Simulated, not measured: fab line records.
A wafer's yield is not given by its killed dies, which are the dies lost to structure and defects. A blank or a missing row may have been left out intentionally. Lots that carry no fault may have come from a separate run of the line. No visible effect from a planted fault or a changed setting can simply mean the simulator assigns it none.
fab line records	flow n5Finfet
record lots=7	wafers=39
route steps=1938 shown FIN_SAQP@96 SD_EPI_P@310 MOL_CONTACT_COAG@544 BEOL_M5@1191 BEOL_M9@1443 BEOL_M12@1616
startH: hours from the record's opening day to when the first of the lot's shown wafers began	waitH: hours elapsed since this lot's preceding step	" the same as in the row above	L1.1+2: a single row standing in for several wafers	- either no value or no given start	* or withheld: withheld	< > ~ a bound
route shown NAME@n: names a module that has steps shown in the file, with the first one's number in the route	usual: mean/standard deviation taken from wafers without a fault	same: alike in all rows	chamber/n: place in a boat	sites: the reading at each site	_std_site: how widely they spread, as a standard deviation	_edge_site: the outer-site mean with the inner-site mean subtracted	radiusMm: for every site, how far away it sits from the centre of the wafer	mask NAME#n: copy n	behind: the most recent tool/chamber to have shaped the wafer	hold: why the lot was held/for how many hours/how that ended	device: transistor that didn't switch, given as n, p or np	end of line: the route-end tests of the same wafers	a step with no rows: only its recipe	killed: count of dies lost to structure and defects at first sort (not the wafer's yield)	map: the dies of a wafer, with x for killed, . for not killed, _ for no die there
set.NAME: setting as actually run; set.NAME@STEP: the setting as run at that earlier step	model.NAME: the simulator's own value behind a step, which no gauge read
lots with deliberately changed settings; one table per step, one row per wafer
## steps
# step N5_FIN_SAQP_HM_DEP_03
# recipe material=SiNx	targetThkA=380	tempC=400	precursor=SiH4/NH3/N2	pressureTorr=1.5	rfW=300	timeS=33.6
lot.wafer	tool	chamber	startH	waitH	set.targetThkA	model.SiNx_of_FIN_SAQP_HM_DEP_03.thkNm
L074.1	pecvd-01	0	21.13	0.2	380	37.95
L074.2	"	2	"	"	380	38.2
L074.3	"	1	"	"	380	37.84
L074.4	"	1	"	"	380	38.34
L074.5	"	0	"	"	380	38.37
L074.6	"	2	"	"	380	38.49
L076.1	pecvd-03	0	36.51	0.2	483.5	47.97
L076.2	"	2	"	"	380	37.9
L076.3	"	1	"	"	483.5	47.84
L076.4	"	0	"	"	380	37.85
L076.5	"	1	"	"	380	37.83
L076.6	"	2	"	"	483.5	49.17
L077.1	pecvd-04	2	39.27	0.2	380	38.42
L077.2	"	0	"	"	380	38.79
L077.3	"	1	"	"	380	37.94
L077.4	"	0	"	"	380	38.89
L077.5	"	1	"	"	380	39.05
L077.6	"	2	"	"	380	39.15
L080.1	pecvd-04	2	57.11	0.2	555.3	55.9
L080.2	"	1	"	"	555.3	55.51
L080.3	"	0	"	"	380	38.38
L080.4	"	0	"	"	555.3	56.44
L080.5	"	1	"	"	380	38.51
L080.6	"	2	"	"	380	39.01
L087.1	pecvd-04	0	99.70	0.2	380	38.1
L087.2	"	1	"	"	275.9	27.63
L087.3	"	2	"	"	380	38.17
L087.4	"	0	"	"	275.9	28.51
L087.5	"	2	"	"	380	39.01
L087.6	"	1	"	"	275.9	27.75
L091.1	pecvd-03	2	123.70	0.2	380	37.85
L091.2	"	1	"	"	380	37.5
L091.3	"	0	"	"	380	37.64
L091.4	"	1	"	"	380	38.02
L091.5	"	0	"	"	380	37.84
L091.6	"	2	"	"	380	38.29
L094.4	pecvd-04	2	142.90	0.1	380	39.51
L094.5	"	1	"	"	380	38.29
L094.6	"	0	"	"	380	38.42
# step N5_FIN_SAQP_THK_MEAS_05
# usual thkNm=38.1/0.51
lot.wafer	tool	chamber	startH	waitH	set.targetThkA@FIN_SAQP_HM_DEP_03	thkNm
L074.1	filmMetro-02	-	21.22	0.1	380	38.0
L074.2	"	-	"	"	380	38.2
L074.3	"	-	"	"	380	37.9
L074.4	"	-	"	"	380	38.3
L074.5	"	-	"	"	380	38.3
L074.6	"	-	"	"	380	38.5
L076.1	filmMetro-01	-	36.60	0.1	483.5	48.0
L076.2	"	-	"	"	380	37.9
L076.3	"	-	"	"	483.5	47.8
L076.4	"	-	"	"	380	37.9
L076.5	"	-	"	"	380	37.8
L076.6	"	-	"	"	483.5	49.1
L077.1	filmMetro-02	-	39.36	0.1	380	38.4
L077.2	"	-	"	"	380	38.8
L077.3	"	-	"	"	380	37.9
L077.4	"	-	"	"	380	38.9
L077.5	"	-	"	"	380	39.0
L077.6	"	-	"	"	380	39.1
L080.1	filmMetro-02	-	57.20	0.1	555.3	55.9
L080.2	"	-	"	"	555.3	55.5
L080.3	"	-	"	"	380	38.3
L080.4	"	-	"	"	555.3	56.4
L080.5	"	-	"	"	380	38.5
L080.6	"	-	"	"	380	39.0
L087.1	filmMetro-02	-	99.78	0.1	380	38.1
L087.2	"	-	"	"	275.9	27.6
L087.3	"	-	"	"	380	38.2
L087.4	"	-	"	"	275.9	28.5
L087.5	"	-	"	"	380	39.0
L087.6	"	-	"	"	275.9	27.7
L091.1	filmMetro-02	-	123.79	0.1	380	37.9
L091.2	"	-	"	"	380	37.5
L091.3	"	-	"	"	380	37.6
L091.4	"	-	"	"	380	38.0
L091.5	"	-	"	"	380	37.8
L091.6	"	-	"	"	380	38.3
L094.4	filmMetro-02	-	142.96	0.0	380	39.5
L094.5	"	-	"	"	380	38.3
L094.6	"	-	"	"	380	38.4
# step N5_FIN_SAQP_PECVD_47
# recipe material=a-Si	targetThkA=450	tempC=400	precursor=SiH4/He	pressureTorr=3	rfW=100	timeS=36.3
# step N5_FIN_SAQP_PECVD_48
# recipe material=SiNx	targetThkA=250	tempC=400	precursor=SiH4/NH3/N2	pressureTorr=1.5	rfW=300	timeS=22.1
# step N5_FIN_SAQP_MANDREL2_REMOVE_60
# recipe chemistry=HBr/Cl2/O2	btTimeS=10	target=a-Si	stopOn=SiNx	endpoint=OES-SiCl	overEtchFrac=1	icpW=600	biasW=22	HBr_flow_sccm=150	Cl2_flow_sccm=80	O2_flow_sccm=5	pressureMtorr=10
# step N5_FIN_SAQP_HM_OPEN_33
# recipe chemistry=CH3F/O2	target=SiNx	maskMaterial=SiO2	targetDepthA=494	timeS=70.6	pressureMtorr=30	sourceW=395	biasW=73	Ar_flow_sccm=150	CH3F_flow_sccm=30	O2_flow_sccm=20	ionEnergyEv=120	ends=cleared
# usual etchRfOnTimeS=70.2/1.9
lot.wafer	tool	chamber	startH	waitH	set.targetThkA@FIN_SAQP_HM_DEP_03	etchRfOnTimeS	model.etch.depthNm
L074.1	rieDiel-06	2	27.31	0.1	380	70.8	37.12
L074.2	"	1	"	"	380	70.9	37.58
L074.3	"	3	"	"	380	72.9	37.21
L074.4	"	1	"	"	380	71.2	37.71
L074.5	"	3	"	"	380	72.9	37.74
L074.6	"	2	"	"	380	71.7	37.87
L076.1	rieDiel-01	2	41.63	0.3	483.5	90.0	47.09
L076.2	"	1	"	"	380	71.2	37.18
L076.3	"	0	"	"	483.5	92.3	47.22
L076.4	"	3	"	"	380	66.6	37.22
L076.5	"	2	"	"	380	70.4	37.21
L076.6	"	3	"	"	483.5	86.3	48.28
L077.1	rieDiel-06	3	45.13	0.1	380	74.8	37.79
L077.2	"	1	"	"	380	71.8	38.16
L077.3	"	2	"	"	380	71.6	37.31
L077.4	"	0	"	"	380	68.8	38.05
L077.5	"	0	"	"	380	68.9	38.42
L077.6	"	3	"	"	380	75.9	38.52
L080.1	rieDiel-03	1	61.62	0.2	555.3	103.4	55.27
L080.2	"	2	"	"	555.3	102.3	54.51
L080.3	"	0	"	"	380	68.8	37.52
L080.4	"	2	"	"	555.3	104.4	55.81
L080.5	"	1	"	"	380	70.2	37.88
L080.6	"	0	"	"	380	70.0	38.15
L087.1	rieDiel-06	3	104.86	0.1	380	70.2	37.48
L087.2	"	1	"	"	275.9	50.1	27
L087.3	"	2	"	"	380	70.6	37.54
L087.4	"	2	"	"	275.9	51.9	27.67
L087.5	"	3	"	"	380	71.4	38.38
L087.6	"	1	"	"	275.9	50.7	27.12
L091.1	rieDiel-06	0	128.31	0.1	380	68.5	37.22
L091.2	"	3	"	"	380	69.2	36.63
L091.3	"	1	"	"	380	69.4	36.64
L091.4	"	2	"	"	380	71.7	37.4
L091.5	"	1	"	"	380	69.5	36.84
L091.6	"	2	"	"	380	72.8	37.66
L094.4	rieDiel-03	2	147.99	0.4	380	72.2	38.51
L094.5	"	1	"	"	380	70.4	37.28
L094.6	"	2	"	"	380	71.1	37.55
# step N5_SD_EPI_P_ETCHBACK_46
# recipe chemistry=CH3F/O2	mode=anisotropicEtchback	target=SiNx	targetDepthA=175	stopOn=SiO2	overEtchFrac=0.3	ionEnergyEv=120	pressureMtorr=30	sourceW=395	biasW=73	Ar_flow_sccm=150	CH3F_flow_sccm=30	O2_flow_sccm=20
lot.wafer	tool	chamber	startH	waitH	set.targetDepthA
L074.1+3+6	rieDiel-05	3,0,2	56.01	0.0	175
L074.2+4+5	"	1,2,3	"	"	224.9
L076.1+2+5	rieDiel-04	3,0,2	73.76	0.0	239.7
L076.3+4+6	"	2,1,3	"	"	175
L077.1+2+5	rieDiel-02	0,3,2	80.72	0.0	175
L077.3+4+6	"	1,2,1	"	"	255.2
L080.1+2+3+4+5+6	rieDiel-04	3,2,1,0,1,0	91.19	0.0	175
L087.1+2+6	rieDiel-04	2,3,1	137.32	0.0	175
L087.3+4+5	"	1,3,2	"	"	71.16
L091.1+5+6	rieDiel-05	2,0,3	162.92	0.0	175
L091.2+3+4	"	0,1,3	"	"	208
L094.4+5+6	rieDiel-05	2,2,3	176.63	0.0	175
# step N5_SD_EPI_P_ETCH_47
# recipe chemistry=CH3F/O2	target=SiOCN	targetDepthA=250	maskMaterial=SOC	ionEnergyEv=60	biasW=29	pressureMtorr=30	sourceW=410	Ar_flow_sccm=150	CH3F_flow_sccm=30	O2_flow_sccm=20
# step N5_SD_EPI_P_ETCH_16
# recipe chemistry=CHF3/O2	target=SiO2	targetDepthA=50	maskMaterial=SOC	pressureMtorr=30	sourceW=650	biasW=170	Ar_flow_sccm=200	CHF3_flow_sccm=50	O2_flow_sccm=5	ionEnergyEv=200
# step N5_SD_EPI_P_VAPOR_ETCH_44
# recipe chemistry=NF3/Ar	target=SiGe30	tempC=25	timeS=3.3	mode=isotropic
# step N5_SD_EPI_P_EPI_21
# recipe material=SiGe:B	dopant=B	tempC=550	pressureTorr=20	ambient=H2	timeS=355
# step N5_SD_EPI_P_EPI_MEAS_23
# recipe mode=xrd
# usual thkNm=61.2/1.2
lot.wafer	tool	chamber	startH	waitH	set.targetDepthA@SD_EPI_P_ETCHBACK_46	thkNm
L074.1	filmMetro-01	-	59.99	2.4	175	61.1
L074.2	"	-	"	"	224.9	60.5
L074.3	"	-	"	"	175	62.1
L074.4	"	-	"	"	224.9	60.7
L074.5	"	-	"	"	224.9	60.3
L074.6	"	-	"	"	175	62.0
L076.1	filmMetro-02	-	77.69	2.4	239.7	60.3
L076.2	"	-	"	"	239.7	59.5
L076.3	"	-	"	"	175	59.4
L076.4	"	-	"	"	175	61.3
L076.5	"	-	"	"	239.7	60.1
L076.6	"	-	"	"	175	59.2
L077.1	filmMetro-02	-	84.69	2.4	175	62.3
L077.2	"	-	"	"	175	61.5
L077.3	"	-	"	"	255.2	61.9
L077.4	"	-	"	"	255.2	63.2
L077.5	"	-	"	"	175	62.3
L077.6	"	-	"	"	255.2	60.8
L080.1	filmMetro-01	-	95.04	2.4	175	59.7
L080.2	"	-	"	"	175	59.5
L080.3	"	-	"	"	175	60.6
L080.4	"	-	"	"	175	60.6
L080.5	"	-	"	"	175	60.6
L080.6	"	-	"	"	175	60.3
L087.1	filmMetro-01	-	141.29	2.4	175	61.9
L087.2	"	-	"	"	175	61.1
L087.3	"	-	"	"	71.16	0.4
L087.4	"	-	"	"	71.16	1.9
L087.5	"	-	"	"	71.16	2.8
L087.6	"	-	"	"	175	61.3
L091.1	filmMetro-02	-	168.03	3.2	175	60.2
L091.2	"	-	"	"	208	63.0
L091.3	"	-	"	"	208	60.5
L091.4	"	-	"	"	208	63.2
L091.5	"	-	"	"	175	62.5
L091.6	"	-	"	"	175	62.4
L094.4	filmMetro-02	-	181.92	1.3	175	61.6
L094.5	"	-	"	"	175	62.2
L094.6	"	-	"	"	175	58.9
# step N5_MOL_CONTACT_COAG_ALD_20
# recipe material=TiN	targetThkA=15	tempC=400	aldPrecursorFamily=TiCl4	aldCoReactant=NH3	pulseTimeS=1	purgeTimeS=3	coReactantPurgeTimeS=2	coReactantPulseTimeS=2	aldCycles=68	pressureTorr=3
lot.wafer	tool	chamber	startH	waitH	set.aldCycles	model.TiN_of_MOL_CONTACT_COAG_ALD_20.thkNm
L074.1+2+4	aldMetal-04	3,2,2	92.71	0.1	98	2.2
L074.3+5+6	"	1,1,3	"	"	68	1.4
L076.1+2	aldMetal-04	2,3	109.52	0.1	68	1.6
L076.3	"	1	"	"	68	1.4
L076.4+5+6	"	1,2,3	"	"	92	2
L077.1+4+5	aldMetal-02	1,3,3	117.65	0.1	68	1.6
L077.2+3+6	"	2,0,0	"	"	31	0.6
L080.1+6	aldMetal-04	1,0	125.99	0.1	68	1.6
L080.2+4+5	"	3,2,1	"	"	55	1.2
L080.3	"	0	"	"	68	1.4
L087.1+5+6	aldMetal-02	2,0,1	174.13	0.1	68	1.4
L087.2+3+4	"	3,0,1	"	"	39	0.8
L091.1	aldMetal-02	3	200.52	0.1	68	1.6
L091.2+5	"	0,2	"	"	68	1.4
L091.3+4+6	"	2,1,3	"	"	87	2
L094.4+5+6	aldMetal-02	3,3,2	214.37	0.1	68	1.6
# step N5_BEOL_M5_DEP_56
# recipe material=SiCN	targetThkA=80	tempC=withheld	precursor=3MS/NH3	pressureTorr=3	rfW=202	timeS=14
lot.wafer	tool	chamber	startH	waitH	set.targetThkA	model.SiCN_of_BEOL_M5_DEP_56.thkNm
L074.1+4	pecvd-04	2,1	201.31	0.0	80	8
L074.2+6	"	0,2	"	"	45.21	4.6
L074.3	"	1	"	"	45.21	4.4
L074.5	"	0	"	"	80	8.2
L076.1+4+5	pecvd-03	2,1,2	206.80	0.0	80	8.2
L076.2+3	"	0,1	"	"	80	7.8
L076.6	"	0	"	"	80	8
L077.1+4	pecvd-03	0	216.10	0.0	80	8
L077.2	"	1	"	"	122.8	12.2
L077.3+5	"	2,1	"	"	122.8	12.4
L077.6	"	2	"	"	80	8.4
L080.1+6	pecvd-03	2	224.83	0.0	80	8.4
L080.2	"	1	"	"	80	8
L080.3	"	0	"	"	80	7.8
L080.4+5	"	0,1	"	"	80	8.2
L087.1+2+3+5+6	pecvd-04	0,1,2,2,1	281.20	0.0	80	8
L087.4	"	0	"	"	80	8.4
L091.1+3+4+5	pecvd-02	1,0,0,1	289.86	0.0	80	8
L091.2+6	"	2	"	"	80	8.2
L094.4+5	pecvd-02	1,0	296.02	0.0	80	8
L094.6	"	2	"	"	80	8.4
# step N5_BEOL_M9_VIA_ETCH_34
# recipe chemistry=C4F6/O2	target=SiCOH_lowk	targetDepthA=1824	maskMaterial=SOC	taperDeg=4	timeS=68.4	ionEnergyEv=250	pressureMtorr=30	sourceW=345	biasW=185	Ar_flow_sccm=300	C4F6_flow_sccm=10	O2_flow_sccm=10
lot.wafer	tool	chamber	startH	waitH	set.targetDepthA	model.etch.depthNm	model.SOC_of_BEOL_M9_COAT_63.thkNm
L074.1	rieDiel-02	0	227.98	0.0	1824	177.4	51
L074.2	"	2	"	"	2652	275.1	46.2
L074.3	"	1	"	"	1824	177.3	51
L074.4	"	3	"	"	2652	265.3	46.8
L074.5	"	1	"	"	1824	175.6	51.2
L074.6	"	2	"	"	2652	274.5	46.4
L076.1	rieDiel-02	1	237.48	0.0	1824	176.2	51.2
L076.2	"	0	"	"	1824	177.5	51
L076.3	"	2	"	"	1824	190.8	50.4
L076.4	"	3	"	"	1824	182.3	51
L076.5	"	3	"	"	1824	181.6	51.2
L076.6	"	2	"	"	1824	189.7	50.6
L077.1	rieDiel-05	1	243.43	0.0	1824	173.5	51.4
L077.2	"	2	"	"	1824	183.6	50.8
L077.3	"	0	"	"	1824	178	51
L077.4	"	2	"	"	1824	181	51
L077.5	"	1	"	"	1824	172.6	51.2
L077.6	"	0	"	"	1824	177.7	51
L080.1	rieDiel-05	1	256.08	0.0	1147	108.9	54.8
L080.2	"	3	"	"	1824	183.9	50.8
L080.3	"	2	"	"	1824	182.7	51.2
L080.4	"	0	"	"	1147	112.6	54.4
L080.5	"	0	"	"	1147	112.2	54.4
L080.6	"	1	"	"	1824	173.3	51.6
L087.1	rieDiel-02	2	314.16	0.0	1824	184.4	51
L087.2	"	1	"	"	2576	250.1	48
L087.3	"	0	"	"	1824	175.5	51.6
L087.4	"	3	"	"	1824	181.7	51.2
L087.5	"	2	"	"	2576	258.5	47.4
L087.6	"	1	"	"	2576	247.7	48
L091.1	rieDiel-05	0	325.13	0.0	1824	177	51.2
L091.2	"	2	"	"	1824	181.1	51.2
L091.3	"	3	"	"	1824	183.3	51
L091.4	"	3	"	"	1824	181.7	51.2
L091.5	"	2	"	"	1824	181.5	51.2
L091.6	"	0	"	"	1824	176.7	51
L094.4	rieDiel-02	0	325.39	0.0	1824	173.3	51.6
L094.5	"	0	"	"	1824	173.7	51.4
L094.6	"	3	"	"	1824	179.9	51.4
# step N5_BEOL_M12_ETCH_59
# recipe chemistry=N2/H2	target=BARC	targetDepthA=890	overetchA=267	timeS=67.9	ionEnergyEv=200	pressureMtorr=30	sourceW=840	biasW=150	n2FlowSccm=200	h2FlowSccm=200
lot.wafer	tool	chamber	startH	waitH	set.targetDepthA	model.coat_of_BEOL_M12_COAT_04.thkNm
L074.1	rieDiel-01	1	247.54	0.0	890	319.4
L074.2	"	3	"	"	890	316.6
L074.3	"	0	"	"	890	322.2
L074.4	"	2	"	"	890	319
L074.5	"	3	"	"	890	314.6
L074.6	"	2	"	"	890	317.4
L076.1	rieDiel-06	0	259.31	0.0	1351	292.4
L076.2	"	2	"	"	890	321.4
L076.3	"	1	"	"	1351	291.4
L076.4	"	3	"	"	1351	297.8
L076.5	"	3	"	"	890	322.6
L076.6	"	0	"	"	890	316.2
L077.1	rieDiel-06	1	261.61	0.0	890	315.6
L077.2	"	0	"	"	1191	298.8
L077.3	"	2	"	"	1191	302.6
L077.4	"	3	"	"	1191	304
L077.5	"	2	"	"	890	318
L077.6	"	1	"	"	890	315.8
L080.1	rieDiel-03	1	277.05	0.0	890	317
L080.2	"	2	"	"	472.8	342
L080.3	"	0	"	"	890	314
L080.4	"	3	"	"	472.8	340.2
L080.5	"	0	"	"	472.8	339.6
L080.6	"	3	"	"	890	317.2
L087.1	rieDiel-03	1	337.56	0.0	890	318.4
L087.2	"	2	"	"	1215	303.2
L087.3	"	3	"	"	890	318.8
L087.4	"	0	"	"	1215	298.6
L087.5	"	3	"	"	1215	300.2
L087.6	"	2	"	"	890	321.6
L091.1+5	rieDiel-01	0	342.62	0.0	890	319.8
L091.2	"	1	"	"	890	322
L091.3	"	2	"	"	890	317.8
L091.4	"	2	"	"	890	317.6
L091.6	"	1	"	"	890	320.4
L094.4	rieDiel-01	2	344.74	0.0	890	320.2
L094.5	"	1	"	"	890	321.6
L094.6	"	2	"	"	890	317.2
# step N5_BEOL_M12_VIA_ETCH_16
# recipe chemistry=C4F8/O2/Ar	target=SiOC	pressureMtorr=30	sourceW=3000	biasW=700	Ar_flow_sccm=400	C4F8_flow_sccm=15	O2_flow_sccm=8	heInnerTorr=15	heOuterTorr=30	targetDepthA=7248	timeS=withheld	ionEnergyEv=250	ends=cleared
lot.wafer	tool	chamber	startH	waitH	set.targetDepthA@BEOL_M12_ETCH_59	model.coat_of_BEOL_M12_COAT_04.thkNm
L074.1	rieDiel-01	1	247.59	0.0	890	130.8
L074.2	"	3	"	"	890	127.2
L074.3	"	0	"	"	890	131.2
L074.4	"	2	"	"	890	124.4
L074.5	"	3	"	"	890	120.8
L074.6	"	2	"	"	890	125
L076.1	rieDiel-06	0	259.36	0.0	1351	100.8
L076.2	"	2	"	"	890	130.4
L076.3	"	1	"	"	1351	102
L076.4	"	3	"	"	1351	104.4
L076.5	"	3	"	"	890	130.2
L076.6	"	0	"	"	890	122.6
L077.1	rieDiel-06	1	261.66	0.0	890	124.8
L077.2	"	0	"	"	1191	105.8
L077.3	"	2	"	"	1191	110.4
L077.4	"	3	"	"	1191	108.2
L077.5	"	2	"	"	890	124.4
L077.6	"	1	"	"	890	122
L080.1	rieDiel-03	1	277.10	0.0	890	125.2
L080.2	"	2	"	"	472.8	154.4
L080.3	"	0	"	"	890	123.6
L080.4	"	3	"	"	472.8	149.6
L080.5	"	0	"	"	472.8	145.8
L080.6	"	3	"	"	890	122
L087.1	rieDiel-03	1	337.61	0.0	890	127.6
L087.2	"	2	"	"	1215	115.8
L087.3	"	3	"	"	890	126.6
L087.4	"	0	"	"	1215	110.8
L087.5	"	3	"	"	1215	106.8
L087.6	"	2	"	"	890	133.4
L091.1	rieDiel-01	0	342.67	0.0	890	125.6
L091.2	"	1	"	"	890	129
L091.3	"	2	"	"	890	123.4
L091.4+5	"	2,0	"	"	890	121.4
L091.6	"	1	"	"	890	122.4
L094.4	rieDiel-01	2	344.88	0.1	890	124.8
L094.5	"	1	"	"	890	124.2
L094.6	"	2	"	"	890	126.4
# step N5_BEOL_M12_STRIP_63
# recipe chemistry=N2/H2	powerW=1000	tempC=250	h2Frac=0.65	overashFraction=0.3	pressureMtorr=1000	n2FlowSccm=1750	h2FlowSccm=3250
# usual stripTimeToEndpointS=43.1/1.1
lot.wafer	tool	chamber	startH	waitH	set.targetDepthA@BEOL_M12_ETCH_59	stripTimeToEndpointS
L074.1	plasmaAsher-02	0	247.79	-	890	44.6
L074.2	"	1	"	"	890	43.6
L074.3	"	0	"	"	890	44.7
L074.4	"	1	"	"	890	42.8
L074.5	"	1	"	"	890	41.9
L074.6	"	0	"	"	890	43.0
L076.1	plasmaAsher-02	1	259.56	-	1351	36.4
L076.2	"	0	"	"	890	44.5
L076.3	"	0	"	"	1351	36.7
L076.4	"	1	"	"	1351	37.4
L076.5	"	0	"	"	890	44.4
L076.6	"	1	"	"	890	42.4
L077.1	plasmaAsher-01	0	261.86	-	890	43.0
L077.2	"	1	"	"	1191	37.8
L077.3	"	1	"	"	1191	39.1
L077.4	"	0	"	"	1191	38.5
L077.5	"	0	"	"	890	42.9
L077.6	"	1	"	"	890	42.2
L080.1	plasmaAsher-01	1	277.30	-	890	43.0
L080.2	"	0	"	"	472.8	50.8
L080.3	"	0	"	"	890	42.6
L080.4	"	1	"	"	472.8	49.6
L080.5	"	1	"	"	472.8	48.5
L080.6	"	0	"	"	890	42.2
L087.1	plasmaAsher-01	0	337.81	-	890	43.7
L087.2	"	1	"	"	1215	40.5
L087.3	"	1	"	"	890	43.5
L087.4	"	0	"	"	1215	39.2
L087.5	"	0	"	"	1215	38.0
L087.6	"	1	"	"	890	45.3
L091.1	plasmaAsher-01	1	342.87	-	890	43.2
L091.2	"	0	"	"	890	44.1
L091.3	"	1	"	"	890	42.6
L091.4	"	0	"	"	890	42.0
L091.5	"	0	"	"	890	42.1
L091.6	"	1	"	"	890	42.3
L094.4	plasmaAsher-01	0	345.40	-	890	43.0
L094.5	"	0	"	"	890	42.8
L094.6	"	1	"	"	890	43.4
## key
split step=N5_FIN_SAQP_HM_DEP_03	setting=targetThkA	stated=380	by=wafer
response step=N5_FIN_SAQP_HM_DEP_03	reading=model.SiNx_of_FIN_SAQP_HM_DEP_03.thkNm	change=+0.379	per=1%	r=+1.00
response step=N5_FIN_SAQP_THK_MEAS_05	reading=thkNm	change=*	per=1%	r=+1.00
response step=N5_FIN_SAQP_HM_OPEN_33	reading=etchRfOnTimeS	change=*	per=1%	r=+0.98
response step=N5_FIN_SAQP_HM_OPEN_33	reading=model.etch.depthNm	change=+0.378	per=1%	r=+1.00
split step=N5_SD_EPI_P_ETCHBACK_46	setting=targetDepthA	stated=175	by=wafer
response step=N5_SD_EPI_P_EPI_MEAS_23	reading=thkNm	shape=bent	atLowest=*	atStated=*	atHighest=*
split step=N5_MOL_CONTACT_COAG_ALD_20	setting=aldCycles	stated=68	by=wafer
response step=N5_MOL_CONTACT_COAG_ALD_20	reading=model.TiN_of_MOL_CONTACT_COAG_ALD_20.thkNm	change=+0.0168	per=1%	r=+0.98
split step=N5_BEOL_M5_DEP_56	setting=targetThkA	stated=80	by=wafer
response step=N5_BEOL_M5_DEP_56	reading=model.SiCN_of_BEOL_M5_DEP_56.thkNm	change=+0.0796	per=1%	r=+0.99
split step=N5_BEOL_M9_VIA_ETCH_34	setting=targetDepthA	stated=1824	by=wafer
response step=N5_BEOL_M9_VIA_ETCH_34	reading=model.etch.depthNm	change=+1.91	per=1%	r=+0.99
response step=N5_BEOL_M9_VIA_ETCH_34	reading=model.SOC_of_BEOL_M9_COAT_63.thkNm	change=-0.0925	per=1%	r=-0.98
split step=N5_BEOL_M12_ETCH_59	setting=targetDepthA	stated=890	by=wafer
response step=N5_BEOL_M12_ETCH_59	reading=model.coat_of_BEOL_M12_COAT_04.thkNm	change=-0.502	per=1%	r=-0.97
response step=N5_BEOL_M12_VIA_ETCH_16	reading=model.coat_of_BEOL_M12_COAT_04.thkNm	change=-0.507	per=1%	r=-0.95
response step=N5_BEOL_M12_STRIP_63	reading=stripTimeToEndpointS	change=*	per=1%	r=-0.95
